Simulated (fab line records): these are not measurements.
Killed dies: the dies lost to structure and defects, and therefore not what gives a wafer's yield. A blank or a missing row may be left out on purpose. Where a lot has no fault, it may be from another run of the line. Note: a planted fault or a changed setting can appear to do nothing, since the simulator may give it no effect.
fab line records | flow n5-finfet | part 2 of 2: steps 21 to 26 of 26
record lots=5 wafers=15 last-day=18
route steps=1938 shown BEOL_M5@1128
lots untouched by any fault: they come from a run of this same line in which no faults occurred
start-h: hours from the record's opening day to when the first of the lot's shown wafers began | wait-h: hours from the lot's prior step to this one | " identical to the entry in the row above | L1.1+2: a row that stands for several wafers | - either no value or no given start | * or withheld: withheld | < > ~ a bound
route shown NAME@n: names a module that has steps shown in the file, with the first one's number in the route | usual: the fault-free wafers' mean and standard deviation | same: alike in all rows | chamber/n: place in a boat | sites: per-site readings | _std_site: standard deviation across them | _edge_site: mean of outer sites minus mean of inner sites | radius-mm: for every site, how far away it sits from the centre of the wafer | mask NAME#n: copy n | behind: the tool/chamber that last shaped the wafer | hold: why the lot was held/for how many hours/how that ended | device: the transistor (n, p or np) that didn't switch | end of line: the same wafers' tests at the end of the route | a step given without rows: its recipe and nothing more | killed: not the wafer's yield, but the dies lost to structure and defects at the first sort | map: shows each die of a wafer: x if killed, . if not, _ if none is there
set.NAME: the setting the step ran with; set.NAME@STEP: the setting that earlier step ran with | model.NAME: the simulator's own value behind a step, which no gauge read
lots seen at some steps along the route; tables by step, rows by wafer
services: a tool's chamber out of use, with start hour (start-h, from the record's first day; less than 0 if before it), hours out, and reason
## steps
# step N5_BEOL_M5_CD_MEAS_28
# recipe target-cd-nm=30.6 landing-energy-ev=500 detector=se-inlens target-cd-y-nm=20 polarity=opening
# usual cd-nm=30.5/0.3
# columns lot.wafer tool chamber start-h wait-h cd-nm
L074.1 cd-sem-01 0 181.32 - 30.3
L074.4 " 0 " " 30.5
L074.6 " 0 " " 30.6
L077.1 cd-sem-01 0 200.80 - 30.8
L077.2 " 0 " " 30.9
L077.6 " 0 " " 30.4
L086.2 cd-sem-03 0 252.05 - 30.8
L086.4 " 0 " " 30.5
L086.6 " 0 " " 30.3
L087.1 cd-sem-01 0 267.60 - 30.7
L087.2 " 0 " " 30.4
L087.5 " 0 " " 30.8
L094.2 cd-sem-02 0 314.86 - 30.7
L094.4 " 0 " " 31.1
L094.6 " 0 " " 30.5
# step N5_BEOL_M5_OVL_MEAS_29
# recipe points-per-wafer=522
# usual V4_OVL=-0.4/0.56
# columns lot.wafer tool chamber start-h wait-h V4_OVL[nm]
L074.1 overlay-02 0 181.35 0.0 -1.1
L074.4 " 0 " " -0.2
L074.6 " 0 " " -0.9
L077.1 overlay-02 0 200.83 0.0 -0.4
L077.2 " 0 " " -1.3
L077.6 " 0 " " -0.9
L086.2 overlay-02 0 252.08 0.0 0.5
L086.4 " 0 " " 0.1
L086.6 " 0 " " 0.0
L087.1 overlay-01 0 267.63 0.0 0.0
L087.2 " 0 " " 0.0
L087.5 " 0 " " 0.3
L094.2 overlay-01 0 314.90 0.0 -1.1
L094.4 " 0 " " -0.3
L094.6 " 0 " " -0.1
# step N5_BEOL_M5_INSPECT_30
# recipe mode=adi inspect-instrument=brightfield
# usual raw-defect-count=409/99
# columns lot.wafer tool chamber start-h wait-h raw-defect-count
L074.1 defect-inspect-02 - 181.41 0.1 331
L074.4 " - " " 402
L074.6 " - " " 353
L077.1 defect-inspect-01 - 200.89 0.1 336
L077.2 " - " " 307
L077.6 " - " " 293
L086.2 defect-inspect-02 - 252.13 0.0 387
L086.4 " - " " 340
L086.6 " - " " 345
L087.1 defect-inspect-01 - 267.69 0.1 491
L087.2 " - " " 732
L087.5 " - " " 439
L094.2 defect-inspect-01 - 314.95 0.0 297
L094.4 " - " " 330
L094.6 " - " " 343
# step N5_BEOL_M5_DESCUM_33
# recipe chemistry=O2 time-s=7 source-power-w=50 bias-power-w=20 pressure-mtorr=20 rf-frequency-hz=2.712e+07 temp-c=40 resist=CAR-EUV o2-flow-sccm=225
# usual drypump-motor-current-A=5.75/0.3 oes-product-au=0.78/0.079 rf-vpp-V=242.9/1.4 showerhead-plenum-p-Torr=2.07/0.074 throttle-valve-pct=20.45/0.12
# columns lot.wafer tool chamber start-h wait-h drypump-motor-current-A oes-product-au rf-hours-counter-h rf-vpp-V showerhead-plenum-p-Torr throttle-valve-pct
L074.1 rie-diel-03 1 181.45 0.0 5.94 0.76 140 243.4 2.08 20.27
L074.4 " 2 " " 6.09 0.69 201 241.8 1.99 20.40
L074.6 " 3 " " 5.70 0.76 - 242.3 1.99 20.60
L077.1 rie-diel-06 1 201.03 0.1 5.65 0.74 173 242.8 2.02 20.56
L077.2 " 3 " " 5.89 0.78 141 243.8 1.99 20.29
L077.6 " 1 " " 5.64 0.75 - 241.8 2.02 20.55
L086.2 rie-diel-03 2 252.67 0.5 6.06 0.68 225 242.9 1.98 20.41
L086.4 " 0 " " 6.41 0.86 32 242.5 2.06 20.44
L086.6 " 1 " " 5.98 0.74 - 242.8 2.07 20.31
L087.1 rie-diel-05 2 267.72 0.0 5.34 0.71 218 242.7 2.04 20.33
L087.2 " 0 " " 5.51 0.91 40 245.1 2.10 20.54
L087.5 " 1 " " 5.78 0.71 - 244.8 2.17 20.47
L094.2 rie-diel-05 1 315.06 0.1 5.75 0.70 200 244.6 2.17 20.48
L094.4 " 3 " " 5.96 0.77 106 242.7 2.12 20.70
L094.6 " 0 " " 5.49 0.89 - 243.3 2.10 20.55
# step N5_BEOL_M5_ETCH_75
# recipe chemistry=N2/H2 target=underlayer target-depth-a=65 mask-material=CAR-EUV time-s=5.2 ion-energy-ev=200 pressure-mtorr=30 source-w=840 bias-w=150 n2-flow-sccm=200 h2-flow-sccm=200 ends=cleared
# usual bias-w=150.0/0.45 drypump-motor-current-A=5.76/0.3 etch-rf-on-time-s=5.21/0.22 oes-product-au=0.67/0.068 rf-vpp-V=523.4/2.7 showerhead-plenum-p-Torr=2.53/0.093 throttle-valve-pct=17.91/0.2
# columns lot.wafer tool chamber start-h wait-h bias-w drypump-motor-current-A etch-rf-on-time-s oes-product-au rf-hours-counter-h rf-vpp-V showerhead-plenum-p-Torr throttle-valve-pct
L074.1 rie-diel-03 1 181.48 0.0 149.8 5.99 4.95 0.67 140 525.8 2.56 17.97
L074.4 " 2 " " 149.9 6.06 4.99 0.61 201 521.8 2.42 17.77
L074.6 " 3 " " 150.3 5.71 5.28 0.65 - 521.1 2.44 18.13
L077.1 rie-diel-06 1 201.07 0.0 149.9 5.64 5.14 0.63 173 521.0 2.45 17.99
L077.2 " 3 " " 150.7 5.90 4.89 0.68 141 522.9 2.42 17.70
L077.6 " 1 " " 149.9 5.62 5.15 0.64 - 521.6 2.44 17.99
L086.2 rie-diel-03 2 252.70 0.0 149.6 6.10 5.03 0.59 225 521.6 2.41 17.84
L086.4 " 0 " " 151.1 6.40 5.35 0.72 32 523.6 2.47 17.64
L086.6 " 1 " " 149.7 5.98 5.06 0.65 - 523.1 2.55 18.03
L087.1 rie-diel-05 2 267.76 0.0 150.0 5.34 5.57 0.58 218 521.6 2.48 17.71
L087.2 " 0 " " 150.1 5.51 5.08 0.78 40 525.9 2.61 18.18
L087.5 " 1 " " 149.6 5.76 5.07 0.63 - 527.9 2.64 17.84
L094.2 rie-diel-05 1 315.09 0.0 150.0 5.77 5.06 0.62 200 525.7 2.63 17.87
L094.4 " 3 " " 149.9 5.96 5.42 0.67 106 524.4 2.59 18.24
L094.6 " 0 " " 150.4 5.50 5.07 0.76 - 525.1 2.60 18.22
# step N5_BEOL_M5_ETCH_67
# recipe chemistry=CF4 target=SiARC target-depth-a=156 mask-material=CAR-EUV time-s=26 ion-energy-ev=80 pressure-mtorr=40 source-w=545 bias-w=36 Ar_flow_sccm=100 cf4-flow-sccm=100 ends=cleared
# usual bias-w=36.00/0.094 drypump-motor-current-A=5.75/0.3 etch-rf-on-time-s=26.0/1.1 oes-product-au=0.67/0.069 rf-vpp-V=183.8/1.3 showerhead-plenum-p-Torr=2.13/0.071 throttle-valve-pct=15.69/0.18
# columns lot.wafer tool chamber start-h wait-h bias-w drypump-motor-current-A etch-rf-on-time-s oes-product-au rf-hours-counter-h rf-vpp-V showerhead-plenum-p-Torr throttle-valve-pct
L074.1 rie-diel-03 1 181.50 0.0 36.04 5.96 24.5 0.68 140 184.1 2.15 15.69
L074.4 " 2 " " 35.91 6.07 24.8 0.61 201 181.2 2.05 15.64
L074.6 " 3 " " 36.05 5.68 26.2 0.65 - 182.5 2.06 15.89
L077.1 rie-diel-06 1 201.09 0.0 35.95 5.66 25.6 0.64 173 181.3 2.05 15.64
L077.2 " 3 " " 35.97 5.89 24.6 0.68 141 183.3 2.05 15.51
L077.6 " 1 " " 35.95 5.65 25.5 0.65 - 182.7 2.05 15.64
L086.2 rie-diel-03 2 252.72 0.0 36.16 6.04 24.9 0.59 225 182.8 2.04 15.70
L086.4 " 0 " " 36.06 6.39 26.8 0.74 32 183.4 2.08 15.39
L086.6 " 1 " " 36.11 6.01 24.9 0.65 - 183.9 2.15 15.74
L087.1 rie-diel-05 2 267.77 0.0 35.95 5.33 28.0 0.58 218 183.6 2.14 15.88
L087.2 " 0 " " 36.01 5.50 25.7 0.77 40 184.6 2.18 15.85
L087.5 " 1 " " 35.88 5.77 25.6 0.63 - 186.5 2.22 15.67
L094.2 rie-diel-05 1 315.11 0.0 35.99 5.75 25.4 0.62 200 183.8 2.21 15.72
L094.4 " 3 " " 35.95 5.98 27.3 0.66 106 185.0 2.17 15.88
L094.6 " 0 " " 35.99 5.48 25.4 0.76 - 185.6 2.18 15.88
## services
# columns tool chamber start-h hours kind
euv-scanner-01 - 161.65 5.8 pm
rie-diel-06 3 165.87 11.5 repair
euv-scanner-02 - 170.78 1.0 pm
euv-scanner-01 - 171.79 1.0 pm
rie-diel-06 2 182.28 6.3 repair
euv-scanner-01 - 198.03 4.6 pm
euv-scanner-02 - 198.73 0.1 repair
rie-diel-03 3 204.13 13.8 repair
litho-track-05 - 211.65 - consumable-replace:filter
rie-diel-06 - 216.83 4.3 pm
euv-scanner-01 - 220.58 0.3 repair
euv-scanner-02 - 226.93 1.0 pm
euv-scanner-01 - 227.94 1.0 pm
rie-diel-05 3 228.51 2.4 repair
rie-diel-06 2 235.86 5.7 repair
litho-track-05 - 236.04 - consumable-replace:filter
euv-scanner-02 - 237.99 4.6 pm
rie-metal-03 - 246.78 0.1 repair
euv-scanner-02 - 248.70 5.8 pm
rie-diel-05 - 249.68 4.3 pm
euv-scanner-01 - 254.48 12.0 pm
euv-scanner-02 - 283.08 1.0 pm
euv-scanner-01 - 284.09 1.0 pm
rie-diel-05 - 290.91 0.9 repair
